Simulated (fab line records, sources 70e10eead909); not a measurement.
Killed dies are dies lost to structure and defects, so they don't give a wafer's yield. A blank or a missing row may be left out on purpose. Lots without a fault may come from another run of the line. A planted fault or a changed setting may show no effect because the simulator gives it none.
One fault seen from 2 desks | flow nand_harc | each desk has only its own numbers; what lay behind them comes last

THE TOOL OWNER'S DESK: rie_diel-13
The tool's own readings at NHARC_A_CONTACT_ETCH_75 (etches the open film in CF4, target depth 39 nm, time 65 s): means of the sampled wafers that have a number, for each lot that ran on this tool. A lot is out of limits, marked OUT, if its mean lies more than 4 standard deviations from the usual mean; the brackets give that distance.
Columns: A = drypump_motor_current_A at NHARC_A_CONTACT_ETCH_75, usual 5.5 A; B = oes_product_au at NHARC_A_CONTACT_ETCH_75, usual 0.998 a.u.; C = rf_vpp_V at NHARC_A_CONTACT_ETCH_75, usual 151.6 V; D = run_length_s at NHARC_A_CONTACT_ETCH_75, usual 86.0 s; E = showerhead_plenum_p_Torr at NHARC_A_CONTACT_ETCH_75, usual 1.78 Torr; F = throttle_valve_pct at NHARC_A_CONTACT_ETCH_75, usual 13.284 %
lot  | first seen here | A   | B     | C     | D              | E    | F
L796 | day 21 18:16    | 5.5 | 0.997 | 150.9 | 85.9           | 1.77 | 13.281
L798 | day 22 00:19    | 5.1 | 1.003 | 151.0 | 85.8           | 1.73 | 13.286
L800 | day 23 06:24    | 5.1 | 0.999 | 151.6 | 85.5           | 1.73 | 13.291
L804 | day 25 12:19    | 5.3 | 0.997 | 152.6 | 86.2           | 1.89 | 13.285
L808 | day 26 15:40    | 5.2 | 1.002 | 150.8 | 77.4 (-20) OUT | 1.76 | 13.288
L812 | day 27 21:49    | 5.7 | 0.997 | 152.4 | 68.8 (-39) OUT | 1.82 | 13.284
L818 | day 30 23:20    | 5.5 | 1.005 | 152.8 | 86.1           | 1.85 | 13.277
This desk's finding: out of limits on L808, L812; first on L808, day 26 15:40 (run_length_s at NHARC_A_CONTACT_ETCH_75). In limits: L796, L798, L800, L804, L818.

THE METROLOGY DESK
What the gauges read, lot by lot, whatever tool the lot ran on: means of the sampled wafers that have a number. A lot is out of limits, marked OUT, if its mean lies more than 4 standard deviations from the usual mean; the brackets give that distance.
Columns: A = cd_nm at NHARC_A_CONTACT_CD_MEAS_69, usual 300.0 nm
lot  | first seen here | A
L796 | day 21 17:59    | 299.8
L798 | day 22 00:02    | 300.1
L797 | day 22 12:55    | 300.3
L800 | day 23 06:07    | 299.5
L803 | day 24 20:56    | 300.0
L804 | day 25 12:02    | 300.3
L808 | day 26 15:25    | 300.4
L812 | day 27 21:32    | 300.0
L813 | day 29 00:17    | 300.2
L817 | day 30 04:08    | 299.7
L816 | day 30 04:57    | 299.6
L818 | day 30 23:03    | 299.6
L819 | day 30 23:13    | 299.3
This desk's finding: nothing out of limits on any of the 13 lots.

PUT TOGETHER
The tool owner's desk could have raised an alarm at day 26 15:40, on L808, L812.
The metrology desk saw nothing out of limits.
The metrology desk has L808, L812 on record, within its limits.
Of the lots named, all ran NHARC_A_CONTACT_ETCH_75 on rie_diel-13.

WHAT THE SIMULATOR HAD PUT IN
Process parameter drift: rie_diel-13, from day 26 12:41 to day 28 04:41, at NHARC_A_CONTACT_ETCH_75. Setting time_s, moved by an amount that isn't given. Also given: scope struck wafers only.
Lots struck among those shown: L808, L812.
Hours from the fault's start to each desk's first reading out of limits: the tool owner's desk, 3.
